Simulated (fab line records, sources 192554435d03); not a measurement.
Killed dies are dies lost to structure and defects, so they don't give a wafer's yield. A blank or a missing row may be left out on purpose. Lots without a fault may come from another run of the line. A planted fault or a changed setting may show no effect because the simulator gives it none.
Split-lot experiment | flow n5_finfet | 7 lots, 21 wafers read, on a route of 1938 steps

THE SPLIT
At N5_MOL_CONTACT_COAG_COAT_62 (time 60 s, resist thk 60 nm), the setting spin_rpm was moved away from the recipe's 1500 rpm on 8 of the 21 wafers read, by -9.0% to +2.9%. The other wafers ran this setting at the recipe's value.

FROM THE SPLIT TO THE READING: what the file shows between them, 4 steps
- N5_MOL_CONTACT_COAG_COAT_63: time 60 s, resist thk 10 nm
- N5_MOL_CONTACT_COAG_COAT_64: time 60 s, resist thk 10 nm
- N5_MOL_CONTACT_COAG_ALD_133: deposits SiO2, target thk 5 nm, pulse time 1 s, co reactant pulse time 1 s
- N5_MOL_CONTACT_COAG_ETCHBACK_134: etches SiO2 in CHF3, target depth 10 nm, time 6.7 s

THE READING
etch.depth_nm (the simulator's own value, which no gauge read), in nm, at N5_MOL_CONTACT_COAG_ETCH_67 (etches SOC in N2/H2, target depth 60 nm, overetch 21 nm, time 101.2 s). The file gives no usual value for it. The 13 wafers here that ran the recipe average 60.00 nm, standard deviation 0.11 nm.

wafer  | tool, chamber at the split | spin_rpm as run, rpm | against the recipe | etch.depth_nm, nm | against lot-mates on the recipe
L074.1 | litho_track-01, 0          | 1543                 | +2.9%              | 59.1              | -0.89
L074.2 | litho_track-01, 0          | 1500                 | recipe             | 59.99             | -
L074.3 | litho_track-01, 0          | 1543                 | +2.9%              | 59.06             | -0.93
L083.2 | litho_track-05, 0          | 1500                 | recipe             | 59.96             | -
L083.3 | litho_track-05, 0          | 1500                 | recipe             | 59.94             | -
L083.6 | litho_track-05, 0          | 1500                 | recipe             | 59.79             | -
L089.1 | litho_track-05, 0          | 1454                 | -3.1%              | 60.99             | +0.98
L089.2 | litho_track-05, 0          | 1454                 | -3.1%              | 61.01             | +1.00
L089.3 | litho_track-05, 0          | 1500                 | recipe             | 60.01             | -
L090.3 | litho_track-03, 0          | 1385                 | -7.7%              | 62.55             | +2.62
L090.4 | litho_track-03, 0          | 1500                 | recipe             | 59.93             | -
L090.5 | litho_track-03, 0          | 1500                 | recipe             | 59.92             | -
L092.1 | litho_track-01, 0          | 1500                 | recipe             | 60.1              | -
L092.2 | litho_track-01, 0          | 1500                 | recipe             | 60.2              | -
L092.3 | litho_track-01, 0          | 1500                 | recipe             | 60.03             | -
L093.3 | litho_track-05, 0          | 1500                 | recipe             | 60.13             | -
L093.5 | litho_track-05, 0          | 1500                 | recipe             | 60.13             | -
L093.4 | litho_track-05, 0          | 1407                 | -6.2%              | 61.93             | +1.80
L095.4 | litho_track-05, 0          | 1365                 | -9.0%              | 62.64             | +2.80
L095.5 | litho_track-05, 0          | 1500                 | recipe             | 59.84             | -
L095.6 | litho_track-05, 0          | 1365                 | -9.0%              | 62.42             | +2.58

THE FIT
A straight line over all 21 wafers: etch.depth_nm changes by -0.301 nm for each +1% of spin_rpm; r = -0.99; the points scatter about the line by 0.13 nm.
The same after taking each lot's own level away (the mean of its wafers on the recipe; 21 wafers): -0.309 nm for each +1%; r = -1.00; scatter 0.091 nm.
On that fit, the largest move of spin_rpm shifts the reading by 2.8 nm.
The lots' own levels span 59.840 to 60.130 nm, that is 2.5 times the standard deviation above.
So the lot-to-lot level changes the slope little: the two slopes agree.
Check: with one of the wafers moved furthest among these (-9.0%) left out of the fit, the line predicts +2.77 nm for it against its lot-mates. It came out at +2.8 nm against them.

OTHER SPLITS ON THESE WAFERS
These wafers also went through other splits before the reading. Each is held against what the fit with the lots' levels taken away leaves over:
other split on the same wafers      | wafers away from the commonest value | r with etch.depth_nm (lot level and that fit taken away)
N5_GATE_CUT_COAT_27 spin_rpm        | 3                                    | +0.49
N5_MOL_CONTACT_COAG_ETCH_105 bias_w | 7                                    | -0.09

THE WHOLE CHAIN: every reading that the file lists as answering this split, in the file's order
step                        | what it does                                                          | reading                                                                                 | change (the file's fit)               | r (the file's)
N5_MOL_CONTACT_COAG_COAT_62 | time 60 s, resist thk 60 nm                                           | SOC_of_MOL_CONTACT_COAG_COAT_62.thk_nm (the simulator's own value, which no gauge read) | -0.312 nm for each +1% of the setting | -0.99
N5_MOL_CONTACT_COAG_ETCH_67 | etches SOC in N2/H2, target depth 60 nm, overetch 21 nm, time 101.2 s | etch.depth_nm (the simulator's own value, which no gauge read)                          | -0.312 nm for each +1% of the setting | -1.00

THE FILE'S OWN FIT
etch.depth_nm changes by -0.312 nm for each +1% of spin_rpm, r = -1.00.
